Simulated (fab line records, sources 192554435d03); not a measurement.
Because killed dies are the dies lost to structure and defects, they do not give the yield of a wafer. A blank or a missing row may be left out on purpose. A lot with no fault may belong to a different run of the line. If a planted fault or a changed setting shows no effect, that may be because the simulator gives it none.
Problem report, 8D (eight disciplines) form, completed by code :: flow n5 finfet :: the parts of the form that need people (team, actions taken, sign-off) are left out

== 1. WHAT IS WRONG ==
killed_at_M4_up at N5_PASSIVATION_PROBE_49 reads a mean of 167 on 1 wafer of 1 lot; wafers without a fault read 13 with a standard deviation of 5.3. That puts it +29 standard deviations away from the usual mean.
First seen on wafer L629.2, day 16 02:12, on prober-01. The record has a number at this step for 4 wafers belonging to 2 lots. Rule for "out" (also "out of limits"): further than 4 standard deviations from the usual mean. The other wafers with a number count as sound.

== 2. WHAT IT IS, AND WHAT IT ISN'T ==
question: which readings at this step
is: killed_at_M4_up, defect limited yield, killed dies, sort_bin_5_function, sort n pass, sort yield pct
is not: killed_at_M0_to_M3, killed at contacts, killed at front end, killed at other, killed open, killed short

question: which lots
is: L629
is not: L640

question: which wafers of those lots
is: L629.2
is not: L629.1, L629.4

question: read on which tools
is: prober-01
is not: -

question: when
is: from day 16 02:12
is not: up to then (1 sound wafer); but 2 sound wafers of L629, L640 came after

== 3. WHAT RULES OUT EACH SUSPECT ==
Counting: if a tool at a process step up to the reading ran every lot that is out, it stays a suspect. Sound lots after the first of them don't rule it out here, since some wafers of a struck lot are sound.
- rie diel-03 at N5_BEOL_M5_VIA_ETCH_34 (etches SiCOH lowk in C4F6/O2, target depth 88.3 nm, time 39.2 s): kept. It ran the lot that is out, L629 (day 11 22:06).
- rie diel-03 at N5_BEOL_M5_ETCH_41 (etches SiCN in CH3F/O2, target depth 31.5 nm, time 56.7 s): kept. It ran the lot that is out, L629 (day 11 22:13).
- pvd sputter-03 at N5_BEOL_M5_ANNEAL_82 (time 1800 s): kept. It ran the lot that is out, L629 (day 12 01:42).
- pvd sputter-03 at N5_BEOL_M5_SPUTTER_83 (material Cu, target thk 15 nm, time 27.62 s): kept. It ran the lot that is out, L629 (day 12 02:43).
- pvd sputter-03 at N5_BEOL_M5_ANNEAL_84 (time 1800 s): kept. It ran the lot that is out, L629 (day 12 02:47).
- pvd sputter-03 at N5_BEOL_M5_SPUTTER_88 (material Cu, target thk 15 nm, time 27.62 s): kept. It ran the lot that is out, L629 (day 12 03:47).
- prober-01 at N5_PASSIVATION_PROBE_49: kept. It ran the lot that is out, L629 (day 16 02:09). Out on those wafers are its own readings of defect limited yield, killed_at_M4_up, killed dies, sort_bin_5_function, sort n pass, sort yield pct.
- In rie diel-03 at N5_BEOL_M5_VIA_ETCH_34, the wafers that are out were processed in chamber 3 and their sound lot-mates in chambers 0, 1.
- In rie diel-03 at N5_BEOL_M5_ETCH_41, the wafers that are out were processed in chamber 3 and their sound lot-mates in chambers 0, 1.
Left after counting: rie diel-03 at N5_BEOL_M5_VIA_ETCH_34, rie diel-03 at N5_BEOL_M5_ETCH_41, pvd sputter-03 at N5_BEOL_M5_ANNEAL_82, pvd sputter-03 at N5_BEOL_M5_SPUTTER_83, pvd sputter-03 at N5_BEOL_M5_ANNEAL_84, pvd sputter-03 at N5_BEOL_M5_SPUTTER_88, prober-01 at N5_PASSIVATION_PROBE_49.

== 4. THE CAUSE (what the simulator had put in) ==
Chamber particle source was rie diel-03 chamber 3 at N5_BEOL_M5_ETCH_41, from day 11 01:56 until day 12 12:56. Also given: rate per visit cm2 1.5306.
After counting, 7 suspects remain, this tool included.

== 5. THE EFFECT CHAIN, in route order ==
Rows list readings where the struck wafers' mean (over those with a number) sits beyond 3 standard deviations from the usual. Readings are gone through only where the record gives a usual standard deviation; hours: the median, over the lots, of the time from a lot's start at the first step in this table giving one to that lot's start at this step; sigmas: the change measured in usual standard deviations.
hours: 0
step: N5_PASSIVATION_PROBE_49
reading: defect limited yield
usual: 91.3 %
on struck wafers: 80.0
change: -11.3
sigmas: -8.1

hours: 0
step: N5_PASSIVATION_PROBE_49
reading: killed_at_M4_up
usual: 13
on struck wafers: 167
change: +154
sigmas: +29

hours: 0
step: N5_PASSIVATION_PROBE_49
reading: killed dies
usual: 102
on struck wafers: 236
change: +134
sigmas: +7.9

hours: 0
step: N5_PASSIVATION_PROBE_49
reading: sort_bin_5_function
usual: 5.1 %
on struck wafers: 12.7
change: +7.6
sigmas: +7.6

hours: 0
step: N5_PASSIVATION_PROBE_49
reading: sort_bin_6_memory
usual: 3.2 %
on struck wafers: 5.2
change: +2.0
sigmas: +3.3

hours: 0
step: N5_PASSIVATION_PROBE_49
reading: sort n pass
usual: 1078
on struck wafers: 944
change: -134
sigmas: -7.9

hours: 0
step: N5_PASSIVATION_PROBE_49
reading: sort yield pct
usual: 91.3 %
on struck wafers: 80.0
change: -11.3
sigmas: -8.1
Process steps it contains:
- N5_PASSIVATION_PROBE_49

== 6. HOW IT WOULD HAVE BEEN CAUGHT EARLIER ==
The fault began at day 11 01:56; the first out-of-limits reading in this record came at day 16 02:12, 120 hours later.
An alarm limit of 4 standard deviations would not have fired on the tool readings at N5_BEOL_M5_ETCH_41 for which the record gives a usual standard deviation, since none of them was out on any struck wafer.
By day 16 02:12, every lot that is out (1) had started N5_BEOL_M5_ETCH_41 on rie diel-03. A hold on the tool at that time would have spared none of them.
